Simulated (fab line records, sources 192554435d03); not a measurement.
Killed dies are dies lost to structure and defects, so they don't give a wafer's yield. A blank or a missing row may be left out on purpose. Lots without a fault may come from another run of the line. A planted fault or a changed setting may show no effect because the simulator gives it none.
Split-lot experiment | flow n5_finfet | 7 lots, 39 wafers read, on a route of 1938 steps

THE SPLIT
At N5_BEOL_M6_CVD_78 (deposits Co from CCTBA/H2, target thk 2 nm, time 142.3 s), the setting target_thk_a was moved away from the recipe's 20 angstrom on 12 of the 39 wafers read, by -43.2% to +42.4%. The other wafers ran this setting at the recipe's value.

The reading is taken at the split's own step.

THE READING
Co_of_BEOL_M6_CVD_78.thk_nm (the simulator's own value, which no gauge read), in nm, at N5_BEOL_M6_CVD_78 (deposits Co from CCTBA/H2, target thk 2 nm, time 142.3 s). The file gives no usual value for it. The 27 wafers here that ran the recipe average 1.9 nm, standard deviation 0.13 nm.

wafer  | tool, chamber at the split | target_thk_a as run, angstrom | against the recipe | Co_of_BEOL_M6_CVD_78.thk_nm, nm | against lot-mates on the recipe
L075.1 | cvd_co-02, 0,1,2,1,0       | 20                            | recipe             | 1.8                             | -
L075.2 | cvd_co-02, 0,1,2,1,0       | 20                            | recipe             | 1.8                             | -
L075.4 | cvd_co-02, 0,1,2,1,0       | 20                            | recipe             | 1.8                             | -
L075.5 | cvd_co-02, 0,1,2,1,0       | 20                            | recipe             | 1.8                             | -
L075.6 | cvd_co-02, 0,1,2,1,0       | 20                            | recipe             | 1.8                             | -
L075.3 | cvd_co-02, 2               | 20                            | recipe             | 2                               | -
L077.1 | cvd_co-02, 0,1             | 28.47                         | +42.4%             | 2.8                             | +1.0
L077.3 | cvd_co-02, 0,1             | 28.47                         | +42.4%             | 2.8                             | +1.0
L077.2 | cvd_co-02, 2,2,1           | 20                            | recipe             | 1.8                             | -
L077.4 | cvd_co-02, 2,2,1           | 20                            | recipe             | 1.8                             | -
L077.6 | cvd_co-02, 2,2,1           | 20                            | recipe             | 1.8                             | -
L077.5 | cvd_co-02, 0               | 28.47                         | +42.4%             | 2.6                             | +0.8
L081.2 | cvd_co-01, 0,0,1           | 20                            | recipe             | 2                               | -
L081.4 | cvd_co-01, 0,0,1           | 20                            | recipe             | 2                               | -
L081.5 | cvd_co-01, 0,0,1           | 20                            | recipe             | 2                               | -
L084.1 | cvd_co-01, 2,1,2           | 13.33                         | -33.4%             | 1.2                             | -0.7
L084.3 | cvd_co-01, 2,1,2           | 13.33                         | -33.4%             | 1.2                             | -0.7
L084.6 | cvd_co-01, 2,1,2           | 13.33                         | -33.4%             | 1.2                             | -0.7
L084.2 | cvd_co-01, 0               | 20                            | recipe             | 2                               | -
L084.4 | cvd_co-01, 0               | 20                            | recipe             | 2                               | -
L084.5 | cvd_co-01, 1               | 20                            | recipe             | 1.8                             | -
L088.1 | cvd_co-02, 2,1,0           | 20                            | recipe             | 2                               | -
L088.2 | cvd_co-02, 2,1,0           | 20                            | recipe             | 2                               | -
L088.6 | cvd_co-02, 2,1,0           | 20                            | recipe             | 2                               | -
L088.3 | cvd_co-02, 0,2             | 24.18                         | +20.9%             | 2.4                             | +0.4
L088.5 | cvd_co-02, 0,2             | 24.18                         | +20.9%             | 2.4                             | +0.4
L088.4 | cvd_co-02, 1               | 24.18                         | +20.9%             | 2.6                             | +0.6
L090.1 | cvd_co-02, 1               | 20                            | recipe             | 2.2                             | -
L090.2 | cvd_co-02, 2,0,2,1         | 20                            | recipe             | 2                               | -
L090.3 | cvd_co-02, 2,0,2,1         | 20                            | recipe             | 2                               | -
L090.4 | cvd_co-02, 2,0,2,1         | 20                            | recipe             | 2                               | -
L090.6 | cvd_co-02, 2,0,2,1         | 20                            | recipe             | 2                               | -
L090.5 | cvd_co-02, 0               | 20                            | recipe             | 1.8                             | -
L092.1 | cvd_co-02, 1,1,2           | 11.35                         | -43.2%             | 1.2                             | -0.9
L092.4 | cvd_co-02, 1,1,2           | 11.35                         | -43.2%             | 1.2                             | -0.9
L092.5 | cvd_co-02, 1,1,2           | 11.35                         | -43.2%             | 1.2                             | -0.9
L092.2 | cvd_co-02, 0               | 20                            | recipe             | 2                               | -
L092.3 | cvd_co-02, 2,0             | 20                            | recipe             | 2.2                             | -
L092.6 | cvd_co-02, 2,0             | 20                            | recipe             | 2.2                             | -
Where a row lists several chambers, the file gives one row for several wafers and doesn't say which wafer went through which chamber.

THE FIT
A straight line over all 39 wafers: Co_of_BEOL_M6_CVD_78.thk_nm changes by +0.0195 nm for each +1% of target_thk_a; r = +0.95; the points scatter about the line by 0.13 nm.
The same after taking each lot's own level away (the mean of its wafers on the recipe; 39 wafers): +0.0219 nm for each +1%; r = +0.99; scatter 0.077 nm.
On that fit, the largest move of target_thk_a shifts the reading by 0.95 nm.
The lots' own levels span 1.80 to 2.13 nm, that is 2.6 times the standard deviation above.
So the lot-to-lot level changes the slope: the two fits differ.
Check: with one of the wafers moved furthest among these (-43.2%) left out of the fit, the line predicts -0.947 nm for it against its lot-mates. It came out at -0.933 nm against them.

OTHER SPLITS ON THESE WAFERS
These wafers also went through other splits before the reading. Each is held against what the fit with the lots' levels taken away leaves over:
other split on the same wafers          | wafers away from the commonest value | r with Co_of_BEOL_M6_CVD_78.thk_nm (lot level and that fit taken away)
N5_FIN_SAQP_PECVD_47 time_s             | 12                                   | +0.00
N5_DUMMY_GATE_ALD_02 target_thk_a       | 15                                   | +0.01
N5_ILD0_PRECLEAN_10 time_s              | 12                                   | +0.13
N5_MOL_CONTACT_COAG_ETCHBACK_135 time_s | 15                                   | -0.13
N5_BEOL_M0_SAQP_ILD_DEP_01 target_thk_a | 18                                   | -0.20

THE FILE'S OWN FIT
Co_of_BEOL_M6_CVD_78.thk_nm changes by +0.0219 nm for each +1% of target_thk_a, r = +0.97.
